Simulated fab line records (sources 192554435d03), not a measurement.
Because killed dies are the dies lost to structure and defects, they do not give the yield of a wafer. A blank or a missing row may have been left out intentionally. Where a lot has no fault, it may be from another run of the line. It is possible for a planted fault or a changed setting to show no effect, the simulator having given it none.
Chamber matching || flow n5 finfet || N5_DUMMY_GATE_ALD_02 on ald sin-02 has 4 sister chambers
The step deposits SiO2, target thk 2 nm, pulse time 1 s. 16 wafers are shown with their chamber, then 8 later ones without.

## WAFERS WITH THEIR CHAMBER
{"wafer": "L075.1", "chamber": 3, "heater power w (W)": 447, "precursor pulse height rel": 1.000}
{"wafer": "L075.4", "chamber": 1, "heater power w (W)": 478, "precursor pulse height rel": 0.993}
{"wafer": "L075.6", "chamber": 2, "heater power w (W)": 484, "precursor pulse height rel": 1.059}
{"wafer": "L076.2", "chamber": 3, "heater power w (W)": 441, "precursor pulse height rel": 0.977}
{"wafer": "L076.3", "chamber": 0, "heater power w (W)": 585, "precursor pulse height rel": 1.015}
{"wafer": "L076.4", "chamber": 1, "heater power w (W)": 483, "precursor pulse height rel": 0.980}
{"wafer": "L080.2", "chamber": 3, "heater power w (W)": 465, "precursor pulse height rel": 0.983}
{"wafer": "L080.3", "chamber": 0, "heater power w (W)": 583, "precursor pulse height rel": 0.984}
{"wafer": "L080.6", "chamber": 0, "heater power w (W)": 575, "precursor pulse height rel": 1.034}
{"wafer": "L081.2", "chamber": 0, "heater power w (W)": 561, "precursor pulse height rel": 0.990}
{"wafer": "L081.3", "chamber": 1, "heater power w (W)": 483, "precursor pulse height rel": 1.002}
{"wafer": "L081.4", "chamber": 3, "heater power w (W)": 466, "precursor pulse height rel": 1.012}
{"wafer": "L092.1", "chamber": 3, "heater power w (W)": 470, "precursor pulse height rel": 0.988}
{"wafer": "L092.2", "chamber": 1, "heater power w (W)": 489, "precursor pulse height rel": 0.997}
{"wafer": "L092.3", "chamber": 0, "heater power w (W)": 586, "precursor pulse height rel": 1.013}
{"wafer": "L092.4", "chamber": 2, "heater power w (W)": 469, "precursor pulse height rel": 1.029}

SIGNATURES (averages over the wafers above)
{"reading": "heater power w", "chamber 0": 578.00, "chamber 1": 483.25, "chamber 2": 476.50, "chamber 3": 457.80, "scatter within a chamber": 10.3}
{"reading": "precursor pulse height rel", "chamber 0": 1.00720, "chamber 1": 0.99300, "chamber 2": 1.04400, "chamber 3": 0.99200, "scatter within a chamber": 0.0162}
Rule: a wafer lies at a distance from a chamber equal to the root of the sum of squares, over the readings, of (its reading less the chamber's mean, divided by the reading's scatter). If the next closest chamber is less than 2 further off than the closest, the wafer can't be placed; otherwise it belongs to the closest. The scatter: the root of (the sum of the squares of (reading less its chamber's mean) over the shown wafers, divided by (wafers less chambers)).

## WAFERS WITHOUT THEIR CHAMBER
{"wafer": "L092.5", "heater power w (W)": 565, "precursor pulse height rel": 0.985}
{"wafer": "L092.6", "heater power w (W)": 461, "precursor pulse height rel": 0.963}
{"wafer": "L095.1", "heater power w (W)": 483, "precursor pulse height rel": 0.999}
{"wafer": "L095.4", "heater power w (W)": 593, "precursor pulse height rel": 1.008}
{"wafer": "L095.6", "heater power w (W)": 582, "precursor pulse height rel": 1.045}
{"wafer": "L096.3", "heater power w (W)": 484, "precursor pulse height rel": 1.009}
{"wafer": "L096.5", "heater power w (W)": 591, "precursor pulse height rel": 0.988}
{"wafer": "L096.6", "heater power w (W)": 481, "precursor pulse height rel": 0.975}

## WHICH CHAMBER EACH ONE RAN IN
{"wafer": "L092.5", "from the rows above": 0, "in truth": 0}
{"wafer": "L092.6", "from the rows above": "can't be placed: 3 or 1", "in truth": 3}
{"wafer": "L095.1", "from the rows above": 1, "in truth": 1}
{"wafer": "L095.4", "from the rows above": 0, "in truth": 0}
{"wafer": "L095.6", "from the rows above": 0, "in truth": 0}
{"wafer": "L096.3", "from the rows above": "can't be placed: 1 or 2 or 3", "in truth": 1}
{"wafer": "L096.5", "from the rows above": 0, "in truth": 0}
{"wafer": "L096.6", "from the rows above": "can't be placed: 1 or 3", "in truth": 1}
Correct placement for 5 of the 8. Not placeable from these rows: 3 (in 3, the candidates include the true chamber). Number placed wrongly: 0.
